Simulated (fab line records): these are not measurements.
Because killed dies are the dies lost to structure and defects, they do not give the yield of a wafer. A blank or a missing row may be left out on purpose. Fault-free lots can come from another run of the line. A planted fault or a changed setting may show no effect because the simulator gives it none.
fab line records	flow n5_finfet	part 1 of 2: steps 1 to 26 of 31
[record] lots = 5	wafers = 15	last_day = 17
route steps=1938 shown BEOL_M11@1588 BEOL_M12@1602
lots with no fault: from the same line, run without faults
start_h: start of the lot's first displayed wafer, in hours after the record's first day	wait_h: how many hours have passed since the lot's step before this one	" the same as in the row above	L1.1+2: a single row standing in for several wafers	- no value present, or no start provided	* or withheld: withheld	< > ~ a bound
route shown NAME@n: NAME is a module with steps in the file, n the number in the route of the first one	usual: average and standard deviation across the fault-free wafers	same: alike in all rows	chamber/n: place in a boat	sites: readings site by site	_std_site: their standard deviation	_edge_site: mean of outer sites minus mean of inner sites	radius_mm: how far each site lies from the wafer's centre	mask NAME#n: copy n	behind: the most recent tool/chamber to have shaped the wafer	hold: what put the lot on hold/how long, in hours/how the hold closed	device: the n, p or np transistor that did not switch	end of line: the same wafers' tests at the end of the route	for a step that has no rows: nothing shown but its recipe	killed: count of dies lost to structure and defects at first sort (not the wafer's yield)	map: per-die view of a wafer (x killed, . not killed, _ where there is no die)
set.NAME: the setting that was run; set.NAME@STEP: the one run at that earlier step	model.NAME: the simulator's own value behind a step, which no gauge read
a table for each step, a row for each wafer; lots at some steps of the route
services: from which hour (start_h, from the record's first day; less than 0 if before it) a tool's chamber was out of use, for how many hours, and why
[[steps]]
[step N5_BEOL_M11_DEGAS_44]
[recipe] ambient = vacuum	temp_c = 250	time_s = 60
[usual] heater_power_w = 353/44
lot.wafer	tool	chamber	start_h	wait_h	heater_power_w
L077.1	pvd_sputter-02	-	242.48	2.1	402
L077.3	"	-	"	"	414
L077.4	"	-	"	"	326
L082.2	pvd_sputter-02	-	268.30	0.6	409
L082.4	"	-	"	"	323
L082.5	"	-	"	"	407
L088.3	pvd_sputter-03	-	313.37	0.3	394
L088.5	"	-	"	"	303
L088.6	"	-	"	"	391
L087.2	pvd_sputter-02	-	313.53	0.2	313
L087.4	"	-	"	"	421
L087.6	"	-	"	"	327
L097.2	pvd_sputter-03	-	363.49	0.4	318
L097.4	"	-	"	"	404
L097.6	"	-	"	"	318
[step N5_BEOL_M11_PRE_CLEAN_45]
[recipe] gas = H2/He	time_s = 30	temp_c = 250
[usual] heater_power_w = 354/44
lot.wafer	tool	chamber	start_h	wait_h	heater_power_w
L077.1	pvd_sputter-02	-	242.52	0.0	410
L077.3	"	-	"	"	418
L077.4	"	-	"	"	330
L082.2	pvd_sputter-02	-	268.34	0.0	408
L082.4	"	-	"	"	329
L082.5	"	-	"	"	416
L088.3	pvd_sputter-03	-	313.41	0.0	396
L088.5	"	-	"	"	312
L088.6	"	-	"	"	409
L087.2	pvd_sputter-02	-	313.57	0.0	324
L087.4	"	-	"	"	415
L087.6	"	-	"	"	327
L097.2	pvd_sputter-03	-	363.53	0.0	324
L097.4	"	-	"	"	406
L097.6	"	-	"	"	309
[step N5_BEOL_M11_ALD_74]
[recipe] material = TaN	target_thk_a = 20	temp_c = 275	ald_precursor_family = PDMAT	ald_co_reactant = NH3	pressure_torr = 3	carrier_flow_sccm = 1500	pulse_time_s = 2	purge_time_s = 3	co_reactant_purge_time_s = 2	co_reactant_pulse_time_s = 3	ald_cycles = 40	precursor_vessel_temp_c = 75	precursor_vessel_pressure_torr = 26.25	precursor_vessel_carrier_sccm = 1000
[usual] heater_power_w = 423/49
[same] co_reactant_purge_time_s = 2
lot.wafer	tool	chamber	start_h	wait_h	heater_power_w
L077.1	ald_metal-03	2	242.60	0.1	396
L077.3	"	0	"	"	369
L077.4	"	1	"	"	502
L082.2	ald_metal-01	3	268.42	0.1	390
L082.4	"	2	"	"	475
L082.5	"	1	"	"	448
L088.3	ald_metal-01	3	313.47	0.0	384
L088.5	"	0	"	"	434
L088.6	"	3	"	"	394
L087.2	ald_metal-02	3	313.63	0.0	351
L087.4	"	1	"	"	390
L087.6	"	3	"	"	358
L097.2	ald_metal-02	3	363.59	0.0	341
L097.4	"	1	"	"	386
L097.6	"	2	"	"	477
[step N5_BEOL_M11_SURFACE_TREAT_76]
[recipe] gas = Ar	time_s = *	ion_energy_ev = *	ion_current_ma_cm2 = 0.5	pressure_mtorr = *	ar_flow_sccm = 30
[usual] throttle_valve_pct = *
lot.wafer	tool	chamber	start_h	wait_h	throttle_valve_pct
L077.1	pvd_sputter-01	-	242.94	0.2	*
L077.3	"	-	"	"	*
L077.4	"	-	"	"	*
L082.2	pvd_sputter-01	-	269.18	0.6	*
L082.4	"	-	"	"	*
L082.5	"	-	"	"	*
L088.3	pvd_sputter-02	-	313.77	0.2	*
L088.5	"	-	"	"	*
L088.6	"	-	"	"	*
L087.2	pvd_sputter-01	-	313.96	0.2	*
L087.4	"	-	"	"	*
L087.6	"	-	"	"	*
L097.2	pvd_sputter-02	-	363.92	0.2	*
L097.4	"	-	"	"	*
L097.6	"	-	"	"	*
[step N5_BEOL_M11_CVD_75]
[recipe] material = Co	target_thk_a = 20	temp_c = withheld	precursor = CCTBA/H2	pressure_torr = 30	time_s = 138.9
lot.wafer	tool	chamber	start_h	wait_h
L077.1+3+4	cvd_co-01	2,2,0	243.00	0.0
L082.2+4+5	cvd_co-01	2,2,0	269.36	0.2
L088.3+5+6	cvd_co-02	0,1,2	313.83	0.0
L087.2+4+6	cvd_co-02	0,2,0	314.07	0.1
L097.2+4+6	cvd_co-02	0,2,1	364.02	0.1
[step N5_BEOL_M11_SPUTTER_48]
[recipe] material = Cu	target_thk_a = 120	temp_c = -20	bias_v = 60	power_w = 26000	chamber_pressure_pa = 0.13	time_s = 2
[usual] throttle_valve_pct = 30.5/0.85
lot.wafer	tool	chamber	start_h	wait_h	throttle_valve_pct
L077.1	pvd_sputter-02	-	243.16	0.1	31.5
L077.3	"	-	"	"	29.8
L077.4	"	-	"	"	30.4
L082.2	pvd_sputter-01	-	269.56	0.2	31.1
L082.4	"	-	"	"	32.0
L082.5	"	-	"	"	30.3
L088.3	pvd_sputter-02	-	313.96	0.1	31.6
L088.5	"	-	"	"	29.7
L088.6	"	-	"	"	30.8
L087.2	pvd_sputter-03	-	314.18	0.1	31.2
L087.4	"	-	"	"	29.5
L087.6	"	-	"	"	31.4
L097.2	pvd_sputter-02	-	364.16	0.1	31.7
L097.4	"	-	"	"	29.9
L097.6	"	-	"	"	30.8
[step N5_BEOL_M11_ECD_50]
[recipe] material = Cu	target_thk_a = 3180
lot.wafer	tool	chamber	start_h	wait_h
L077.1+3+4	ecd_cu-02	0,0,1	243.28	0.1
L082.2+4+5	ecd_cu-02	0,1,0	269.67	0.1
L088.3+5+6	ecd_cu-02	1,0,1	314.10	0.1
L087.2+4+6	ecd_cu-02	0,1,1	314.30	0.1
L097.2+4+6	ecd_cu-01	1	364.29	0.1
[step N5_BEOL_M11_ANNEAL_51]
[recipe] temp_c = 225	time_s = 90	ambient = N2
[usual] wafer_temp_C_max = 225.90/0.23
lot.wafer	tool	chamber	start_h	wait_h	wafer_temp_C_max
L077.1	rtp_anneal-01	0	243.52	0.2	225.95
L077.3	"	0	"	"	226.01
L077.4	"	0	"	"	225.72
L082.2	rtp_anneal-02	0	269.83	0.1	226.01
L082.4	"	0	"	"	225.87
L082.5	"	0	"	"	226.36
L088.3	rtp_anneal-02	0	314.28	0.1	225.87
L088.5	"	0	"	"	226.19
L088.6	"	0	"	"	225.83
L087.2	rtp_anneal-01	0	314.66	0.3	226.11
L087.4	"	0	"	"	225.98
L087.6	"	0	"	"	225.83
L097.2	rtp_anneal-02	0	364.63	0.3	225.92
L097.4	"	0	"	"	226.13
L097.6	"	0	"	"	226.20
[step N5_BEOL_M11_CMP_52]
[recipe] stop_on = SiCOH_lowk	t_overpolish_s = 7	down_force_psi = 1	platen_rpm = 50	clearing_platen_down_force_psi = 1.5	clearing_platen_rpm = 50	post_cmp_clean = cu_alkaline	target_thk_nm = 140	clearing_platen_pad_velocity_m_s = 0.99484	pad_velocity_m_s = 0.99484
[usual] barrier_field_endpoint_s = 28.8/0.64	motor_current_A = 6.2/0.57	overpolish_run_s = 7.000/0.0091	time_to_endpoint_s = 66/3.5
lot.wafer	tool	chamber	start_h	wait_h	barrier_field_endpoint_s	motor_current_A	overpolish_run_s	time_to_endpoint_s
L077.4	cmp-03	2	243.85	0.2	28.0	6.4	7.002	61
L077.3	"	3	"	"	27.9	6.0	6.989	61
L077.1	"	0	"	"	29.4	6.1	7.005	74
L082.4	cmp-03	0	270.17	0.2	31.4	6.2	6.982	70
L082.2	"	1	"	"	28.6	5.6	7.000	63
L082.5	"	2	"	"	28.8	6.5	6.982	62
L088.3	cmp-01	2	314.48	0.2	28.8	6.8	7.011	63
L088.6	"	2	"	"	29.0	6.9	7.019	62
L088.5	"	3	"	"	28.2	7.1	7.013	61
L087.2	cmp-01	0	314.91	0.2	28.7	6.0	7.002	67
L087.4	"	1	"	"	28.3	5.3	6.998	67
L087.6	"	0	"	"	28.8	5.8	6.992	67
L097.2	cmp-03	0	365.17	0.5	30.1	6.5	6.995	72
L097.4	"	1	"	"	28.6	5.5	7.004	61
L097.6	"	1	"	"	28.6	5.0	7.000	58
[step N5_BEOL_M11_THK_MEAS_53]
[recipe] thk_meas_gauge = xrf	reads = Cu_of_BEOL_M11_ECD_50
[usual] M11_THK = 140.7/2.9
lot.wafer	tool	chamber	start_h	wait_h	M11_THK[nm]
L077.1	film_metro-02	-	244.11	-	142.8
L077.3	"	-	"	"	135.7
L077.4	"	-	"	"	141.5
L082.2	film_metro-02	-	270.39	-	142.6
L082.4	"	-	"	"	140.7
L082.5	"	-	"	"	137.6
L088.3	film_metro-01	-	314.78	-	139.9
L088.5	"	-	"	"	141.7
L088.6	"	-	"	"	138.9
L087.2	film_metro-01	-	315.21	-	141.3
L087.4	"	-	"	"	140.8
L087.6	"	-	"	"	137.4
L097.2	film_metro-01	-	365.46	-	137.6
L097.4	"	-	"	"	138.9
L097.6	"	-	"	"	134.5
[step N5_BEOL_M11_PRE_CLEAN_55]
[recipe] gas = NH3	time_s = 15	temp_c = withheld	rf_power_w = 300
lot.wafer	tool	chamber	start_h	wait_h
L077.1+3+4	pecvd-01	0,1,2	244.14	0.0
L082.2+4+5	pecvd-01	2,1,0	270.43	0.0
L088.3+5+6	pecvd-02	2,1,2	314.81	0.0
L087.2+4+6	pecvd-02	1,1,0	315.24	0.0
L097.2+4+6	pecvd-01	2,1,0	365.50	0.0
[step N5_BEOL_M11_DEP_56]
[recipe] material = SiCN	target_thk_a = 300	temp_c = withheld	precursor = 3MS/NH3	pressure_torr = 3	rf_w = 675	time_s = 10.5
[usual] showerhead_plenum_p_Torr = 4.160/0.019	throttle_valve_pct = 18.4/1.5
lot.wafer	tool	chamber	start_h	wait_h	showerhead_plenum_p_Torr	throttle_valve_pct
L077.1	pecvd-01	0	244.17	0.0	4.138	19.3
L077.3	"	1	"	"	4.175	21.0
L077.4	"	2	"	"	4.183	18.0
L082.2	pecvd-01	2	270.45	0.0	4.176	18.0
L082.4	"	1	"	"	4.173	21.2
L082.5	"	0	"	"	4.149	19.5
L088.3	pecvd-02	2	314.84	0.0	4.141	16.7
L088.5	"	1	"	"	4.199	17.9
L088.6	"	2	"	"	4.137	16.7
L087.2	pecvd-02	1	315.27	0.0	4.191	17.7
L087.4	"	1	"	"	4.190	17.7
L087.6	"	0	"	"	4.150	19.0
L097.2	pecvd-01	2	365.52	0.0	4.171	18.4
L097.4	"	1	"	"	4.181	21.1
L097.6	"	0	"	"	4.146	19.4
[step N5_BEOL_M11_RS_MEAS_57]
[recipe] thk_meas_gauge = four-point-probe	reads = Cu_of_BEOL_M11_ECD_50+Co_of_BEOL_M11_CVD_75+TaN_of_BEOL_M11_ALD_74
[usual] M11_RS = 0.152/0.0035
lot.wafer	tool	chamber	start_h	wait_h	M11_RS[ohm/sq]
L077.1	film_metro-01	-	244.23	0.0	0.149
L077.3	"	-	"	"	0.156
L077.4	"	-	"	"	0.150
L082.2	film_metro-01	-	270.52	0.0	0.149
L082.4	"	-	"	"	0.151
L082.5	"	-	"	"	0.155
L088.3	film_metro-02	-	314.90	0.0	0.152
L088.5	"	-	"	"	0.150
L088.6	"	-	"	"	0.154
L087.2	film_metro-01	-	315.33	0.0	0.150
L087.4	"	-	"	"	0.150
L087.6	"	-	"	"	0.154
L097.2	film_metro-01	-	365.59	0.0	0.157
L097.4	"	-	"	"	0.154
L097.6	"	-	"	"	0.160
[step N5_BEOL_M11_INSPECT_58]
[recipe] inspect_instrument = darkfield	mode = post_dep
[usual] raw_defect_count = 76/29
lot.wafer	tool	chamber	start_h	wait_h	raw_defect_count
L077.1	defect_inspect-01	-	244.26	0.0	96
L077.3	"	-	"	"	90
L077.4	"	-	"	"	102
L082.2	defect_inspect-01	-	270.54	0.0	73
L082.4	"	-	"	"	66
L082.5	"	-	"	"	65
L088.3	defect_inspect-02	-	314.93	0.0	75
L088.5	"	-	"	"	23
L088.6	"	-	"	"	56
L087.2	defect_inspect-01	-	315.36	0.0	39
L087.4	"	-	"	"	54
L087.6	"	-	"	"	75
L097.2	defect_inspect-01	-	365.61	0.0	64
L097.4	"	-	"	"	54
L097.6	"	-	"	"	52
[step N5_BEOL_M12_ILD_DEP_00]
[recipe] material = SiOC	target_thk_a = 6589.2	temp_c = 350	precursor = DEMS/O2	pressure_torr = 5	rf_w = 500	time_s = 130.7
[usual] heater_power_w = 452/49	showerhead_plenum_p_Torr = 5.695/0.012	throttle_valve_pct = 12.1/0.78
lot.wafer	tool	chamber	start_h	wait_h	heater_power_w	showerhead_plenum_p_Torr	throttle_valve_pct
L077.1	pecvd-01	2	244.30	0.0	438	5.696	11.9
L077.3	"	1	"	"	538	5.690	13.9
L077.4	"	1	"	"	561	5.702	14.1
L082.2	pecvd-03	1	270.58	0.0	478	5.694	11.7
L082.4	"	2	"	"	379	5.700	11.7
L082.5	"	0	"	"	374	5.680	12.2
L088.3	pecvd-04	2	314.96	0.0	464	5.700	10.5
L088.5	"	1	"	"	489	5.684	12.0
L088.6	"	2	"	"	366	5.687	10.7
L087.2	pecvd-04	1	315.39	0.0	482	5.680	12.5
L087.4	"	2	"	"	450	5.686	10.6
L087.6	"	1	"	"	489	5.680	12.3
L097.2	pecvd-03	1	365.65	0.0	426	5.719	12.1
L097.4	"	2	"	"	482	5.704	12.2
L097.6	"	0	"	"	433	5.694	12.2
[step N5_BEOL_M12_THK_MEAS_01]
[recipe] reads = SiOC_of_BEOL_M12_ILD_DEP_00
[usual] M12_ILD_THK = 660/7.9
lot.wafer	tool	chamber	start_h	wait_h	M12_ILD_THK[nm]
L077.1	film_metro-01	-	244.43	0.1	658
L077.3	"	-	"	"	663
L077.4	"	-	"	"	667
L082.2	film_metro-02	-	270.71	0.1	657
L082.4	"	-	"	"	654
L082.5	"	-	"	"	662
L088.3	film_metro-02	-	315.10	0.1	658
L088.5	"	-	"	"	673
L088.6	"	-	"	"	669
L087.2	film_metro-01	-	315.53	0.1	648
L087.4	"	-	"	"	662
L087.6	"	-	"	"	666
L097.2	film_metro-01	-	365.78	0.1	653
L097.4	"	-	"	"	654
L097.6	"	-	"	"	664
[step N5_BEOL_M12_COAT_58]
[recipe] resist = BARC	temp_c = 205	time_s = 60	spin_rpm = 1500	resist_thk_nm = 89
[usual] resist_line_temp_C = 22.98/0.097
lot.wafer	tool	chamber	start_h	wait_h	resist_line_temp_C
L077.1	litho_track-03	0	244.46	0.0	23.12
L077.3	"	0	"	"	23.08
L077.4	"	0	"	"	23.01
L082.2	litho_track-01	0	270.74	0.0	22.90
L082.4	"	0	"	"	22.94
L082.5	"	0	"	"	22.97
L088.3	litho_track-02	0	315.13	0.0	23.06
L088.5	"	0	"	"	22.97
L088.6	"	0	"	"	22.83
L087.2	litho_track-03	0	315.56	0.0	22.98
L087.4	"	0	"	"	22.95
L087.6	"	0	"	"	22.88
L097.2	litho_track-03	0	365.81	0.0	22.95
L097.4	"	0	"	"	23.07
L097.6	"	0	"	"	22.90
[step N5_BEOL_M12_COAT_04]
[recipe] spin_rpm = 1625	resist_thk_nm = 400
[usual] resist_line_temp_C = 23.02/0.1
lot.wafer	tool	chamber	start_h	wait_h	resist_line_temp_C
L077.1	litho_track-03	0	-	-	22.89
L077.3	"	0	"	"	22.94
L077.4	"	0	"	"	23.06
L082.2	litho_track-01	0	-	-	23.00
L082.4	"	0	"	"	22.98
L082.5	"	0	"	"	22.83
L088.3	litho_track-02	0	-	-	23.08
L088.5	"	0	"	"	23.08
L088.6	"	0	"	"	23.11
L087.2	litho_track-03	0	-	-	22.92
L087.4	"	0	"	"	22.97
L087.6	"	0	"	"	23.11
L097.2	litho_track-03	0	-	-	23.06
L097.4	"	0	"	"	22.97
L097.6	"	0	"	"	22.92
[step N5_BEOL_M12_EBR_06]
[recipe] solvent = PGMEA	ebr_width_mm = 1.5
[usual] resist_line_temp_C = 22.99/0.1
lot.wafer	tool	chamber	start_h	wait_h	resist_line_temp_C
L077.1	litho_track-03	0	-	-	22.78
L077.3	"	0	"	"	23.03
L077.4	"	0	"	"	23.04
L082.2	litho_track-01	0	-	-	22.93
L082.4	"	0	"	"	23.06
L082.5	"	0	"	"	22.92
L088.3	litho_track-02	0	-	-	22.76
L088.5	"	0	"	"	23.04
L088.6	"	0	"	"	22.93
L087.2	litho_track-03	0	-	-	22.89
L087.4	"	0	"	"	23.04
L087.6	"	0	"	"	23.17
L097.2	litho_track-03	0	-	-	22.90
L097.4	"	0	"	"	23.00
L097.6	"	0	"	"	22.94
[step N5_BEOL_M12_SOFTBAKE_05]
[recipe] temp_c = 130	time_s = 60
[usual] resist_line_temp_C = 23.00/0.099
lot.wafer	tool	chamber	start_h	wait_h	resist_line_temp_C
L077.1	litho_track-03	0	-	-	22.98
L077.3	"	0	"	"	23.11
L077.4	"	0	"	"	22.97
L082.2	litho_track-01	0	-	-	23.17
L082.4	"	0	"	"	23.01
L082.5	"	0	"	"	23.22
L088.3	litho_track-02	0	-	-	23.07
L088.5	"	0	"	"	23.02
L088.6	"	0	"	"	22.96
L087.2	litho_track-03	0	-	-	22.79
L087.4	"	0	"	"	22.89
L087.6	"	0	"	"	22.89
L097.2	litho_track-03	0	-	-	23.05
L097.4	"	0	"	"	22.96
L097.6	"	0	"	"	22.90
[step N5_BEOL_M12_EXPOSE_07]
[recipe] mask_id = V11	na = 0.93	source_shape = conventional	sigma_outer = 0.6	polarization = unpolarized	attpsm_phase_deg = 180	dose_mj = 32.5
[usual] exposure_dose_mJ_cm2 = 32.59/0.1	reticle_temp_C = 23.00/0.11
lot.wafer	tool	chamber	start_h	wait_h	mask	exposure_dose_mJ_cm2	reticle_temp_C
L077.1	krf_scanner-02	0	244.71	-	V11#0	32.66	22.83
L077.3	"	0	"	"	V11#0	32.66	23.01
L077.4	"	0	"	"	V11#0	32.68	22.99
L082.2	krf_scanner-01	0	270.97	-	V11#0	32.48	22.88
L082.4	"	0	"	"	V11#0	32.52	23.03
L082.5	"	0	"	"	V11#0	32.49	22.81
L088.3	krf_scanner-02	0	315.24	-	V11#0	32.68	23.14
L088.5	"	0	"	"	V11#0	32.68	22.98
L088.6	"	0	"	"	V11#0	32.67	23.11
L087.2	krf_scanner-01	0	315.79	-	V11#0	32.50	23.01
L087.4	"	0	"	"	V11#0	32.50	22.94
L087.6	"	0	"	"	V11#0	32.49	22.99
L097.2	krf_scanner-02	0	366.04	-	V11#0	32.67	22.98
L097.4	"	0	"	"	V11#0	32.67	22.98
L097.6	"	0	"	"	V11#0	32.67	23.00
[step N5_BEOL_M12_PEB_08]
[recipe] peb_temp_c = 130	peb_time_s = 90
[usual] resist_line_temp_C = 23.00/0.1
lot.wafer	tool	chamber	start_h	wait_h	resist_line_temp_C
L077.1	litho_track-01	0	244.77	0.1	23.01
L077.3	"	0	"	"	23.02
L077.4	"	0	"	"	22.98
L082.2	litho_track-01	0	271.02	0.0	22.92
L082.4	"	0	"	"	22.93
L082.5	"	0	"	"	22.91
L088.3	litho_track-01	0	315.29	0.0	22.91
L088.5	"	0	"	"	23.01
L088.6	"	0	"	"	23.02
L087.2	litho_track-02	0	315.84	0.0	23.16
L087.4	"	0	"	"	23.18
L087.6	"	0	"	"	23.27
L097.2	litho_track-03	0	366.09	0.0	23.15
L097.4	"	0	"	"	23.16
L097.6	"	0	"	"	22.99
[step N5_BEOL_M12_DEVELOP_09]
[recipe] develop_time_s = 45	rinse_liquid = diw	dry = air_spin	dev_temp_c = 21
[usual] resist_line_temp_C = 23.01/0.093
[same] develop_time_s = 45
lot.wafer	tool	chamber	start_h	wait_h	resist_line_temp_C
L077.1	litho_track-01	0	-	-	23.34
L077.3	"	0	"	"	23.13
L077.4	"	0	"	"	23.09
L082.2	litho_track-01	0	-	-	22.91
L082.4	"	0	"	"	22.90
L082.5	"	0	"	"	23.12
L088.3	litho_track-01	0	-	-	22.98
L088.5	"	0	"	"	23.06
L088.6	"	0	"	"	22.95
L087.2	litho_track-02	0	-	-	23.11
L087.4	"	0	"	"	23.18
L087.6	"	0	"	"	23.10
L097.2	litho_track-03	0	-	-	23.00
L097.4	"	0	"	"	22.94
L097.6	"	0	"	"	23.09
[step N5_BEOL_M12_HARDBAKE_14]
[recipe] temp_c = 130	time_s = 120
[usual] resist_line_temp_C = 22.99/0.11
lot.wafer	tool	chamber	start_h	wait_h	resist_line_temp_C
L077.1	litho_track-01	0	-	-	23.04
L077.3	"	0	"	"	22.93
L077.4	"	0	"	"	22.95
L082.2	litho_track-01	0	-	-	22.92
L082.4	"	0	"	"	22.87
L082.5	"	0	"	"	22.91
L088.3	litho_track-01	0	-	-	22.75
L088.5	"	0	"	"	23.03
L088.6	"	0	"	"	22.99
L087.2	litho_track-02	0	-	-	23.01
L087.4	"	0	"	"	22.94
L087.6	"	0	"	"	23.00
L097.2	litho_track-03	0	-	-	23.06
L097.4	"	0	"	"	23.08
L097.6	"	0	"	"	23.11
[step N5_BEOL_M12_CD_MEAS_10]
[recipe] target_cd_nm = 140	landing_energy_ev = 500	detector = se_inlens	polarity = opening
[usual] cd_nm = 139.7/1.7
lot.wafer	tool	chamber	start_h	wait_h	cd_nm
L077.1	cd_sem-02	0	244.88	-	136.6
L077.3	"	0	"	"	137.8
L077.4	"	0	"	"	141.0
L082.2	cd_sem-03	0	271.14	-	140.5
L082.4	"	0	"	"	136.0
L082.5	"	0	"	"	140.3
L088.3	cd_sem-02	0	315.40	-	139.5
L088.5	"	0	"	"	141.0
L088.6	"	0	"	"	140.3
L087.2	cd_sem-01	0	315.95	-	139.5
L087.4	"	0	"	"	140.6
L087.6	"	0	"	"	140.2
L097.2	cd_sem-02	0	366.21	-	139.7
L097.4	"	0	"	"	140.3
L097.6	"	0	"	"	138.7
[step N5_BEOL_M12_OVL_MEAS_11]
[recipe] points_per_wafer = 44
[usual] V11_OVL = -2/5.7
lot.wafer	tool	chamber	start_h	wait_h	V11_OVL[nm]
L077.1	overlay-01	0	244.91	0.0	-1
L077.3	"	0	"	"	3
L077.4	"	0	"	"	-1
L082.2	overlay-02	0	271.17	0.0	-17
L082.4	"	0	"	"	-13
L082.5	"	0	"	"	-6
L088.3	overlay-01	0	315.43	0.0	-1
L088.5	"	0	"	"	2
L088.6	"	0	"	"	5
L087.2	overlay-02	0	315.98	0.0	-5
L087.4	"	0	"	"	-5
L087.6	"	0	"	"	-3
L097.2	overlay-01	0	366.24	0.0	-6
L097.4	"	0	"	"	2
L097.6	"	0	"	"	-2
